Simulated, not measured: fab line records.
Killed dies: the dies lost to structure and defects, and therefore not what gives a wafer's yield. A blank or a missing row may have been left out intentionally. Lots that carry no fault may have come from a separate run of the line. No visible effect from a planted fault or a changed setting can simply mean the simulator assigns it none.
Lot-split experiment -- flow n5Finfet -- 7 lots, 39 wafers read, on a route of 1938 steps

THE SPLIT ITSELF
At N5_FIN_SAQP_DESCUM_21 (chemistry O2, time 7.9 s), the setting timeS was moved away from the recipe's 7.9 s on 15 of the 39 wafers read, by -56.2% to +27.5%. All remaining wafers had this setting at the recipe value.

The reading is taken at the split's own step.

THE READING
CAR-ArF_of_FIN_SAQP_COAT_10.thkNm (the simulator's own value, which no gauge read), in nm, at N5_FIN_SAQP_DESCUM_21 (chemistry O2, time 7.9 s). There is no usual value for it anywhere in the file. Here, 24 wafers ran the recipe; their average is 83.49 nm with a standard deviation of 0.34 nm.

wafer,"tool, chamber at the split","timeS as run, s",against the recipe,"CAR-ArF_of_FIN_SAQP_COAT_10.thkNm, nm",against lot-mates on the recipe
L075.1,"rieDiel-05, 1",10.07,+27.5%,81.97,-1.02
L075.2,"rieDiel-05, 3",10.07,+27.5%,81.63,-1.36
L075.3,"rieDiel-05, 2",10.07,+27.5%,81.56,-1.43
L075.4,"rieDiel-05, 1",7.9,recipe,83.15,-
L075.5,"rieDiel-05, 3",7.9,recipe,82.92,-
L075.6,"rieDiel-05, 2",7.9,recipe,82.89,-
L078.1,"rieDiel-05, 0",7.9,recipe,83.64,-
L078.2,"rieDiel-05, 2",3.457,-56.2%,86.28,+2.64
L078.3,"rieDiel-05, 1",3.457,-56.2%,86.16,+2.52
L078.4,"rieDiel-05, 3",7.9,recipe,83.69,-
L078.5,"rieDiel-05, 2",7.9,recipe,83.59,-
L078.6,"rieDiel-05, 1",3.457,-56.2%,86.36,+2.72
L079.1,"rieDiel-05, 2",5.457,-30.9%,85.28,+1.67
L079.2,"rieDiel-05, 1",5.457,-30.9%,85.25,+1.64
L079.3,"rieDiel-05, 3",7.9,recipe,83.55,-
L079.4,"rieDiel-05, 0",7.9,recipe,83.65,-
L079.5,"rieDiel-05, 1",5.457,-30.9%,85.44,+1.83
L079.6,"rieDiel-05, 2",7.9,recipe,83.63,-
L080.3,"rieDiel-05, 0",7.9,recipe,83.35,-
L080.4,"rieDiel-05, 1",7.9,recipe,83.43,-
L080.5,"rieDiel-05, 2",7.9,recipe,83.1,-
L083.1,"rieDiel-03, 2",4.077,-48.4%,85.89,+1.78
L083.2,"rieDiel-03, 1,3",7.9,recipe,84.14,-
L083.4,"rieDiel-03, 1,3",7.9,recipe,84.14,-
L083.3,"rieDiel-03, 0",4.077,-48.4%,86.44,+2.33
L083.5,"rieDiel-03, 1",7.9,recipe,84.04,-
L083.6,"rieDiel-03, 0",4.077,-48.4%,86.49,+2.38
L089.1,"rieDiel-01, 1",4.564,-42.2%,85.25,+2.11
L089.2,"rieDiel-01, 2",4.564,-42.2%,85.02,+1.88
L089.3,"rieDiel-01, 0",7.9,recipe,83.18,-
L089.4,"rieDiel-01, 3",4.564,-42.2%,85.16,+2.02
L089.5,"rieDiel-01, 2",7.9,recipe,83.2,-
L089.6,"rieDiel-01, 3",7.9,recipe,83.04,-
L094.1,"rieDiel-01, 1",7.9,recipe,83.41,-
L094.2,"rieDiel-01, 2",7.9,recipe,83.52,-
L094.3,"rieDiel-01, 3",7.9,recipe,83.58,-
L094.4,"rieDiel-01, 0,1",7.9,recipe,83.63,-
L094.6,"rieDiel-01, 0,1",7.9,recipe,83.63,-
L094.5,"rieDiel-01, 0",7.9,recipe,83.76,-
If several chambers appear in one row, that row covers several wafers at once and the file leaves open which wafer was in which chamber.

THE FIT
A straight line over all 39 wafers: CAR-ArF_of_FIN_SAQP_COAT_10.thkNm changes by -0.0525 nm for each +1% of timeS; r = -0.96; the points scatter about the line by 0.36 nm.
The same after taking each lot's own level away (the mean of its wafers on the recipe; 39 wafers): -0.047 nm for each +1%; r = -0.99; scatter 0.15 nm.
On that fit, the largest move of timeS shifts the reading by 2.6 nm.
From 82.987 to 84.107 nm: that is the span of the lots' own levels, equal to 3.3 times the standard deviation above.
Hence the slope depends on the lot-to-lot level, as the two fits are not the same.
Check: +2.66 nm against its lot-mates is what the line predicts for one of the wafers moved furthest among these (-56.2%) when that wafer is left out of the fit. Against them it came out at +2.64 nm.

THE FILE'S OWN FIT
CAR-ArF_of_FIN_SAQP_COAT_10.thkNm changes by -0.0472 nm for each +1% of timeS, r = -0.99.
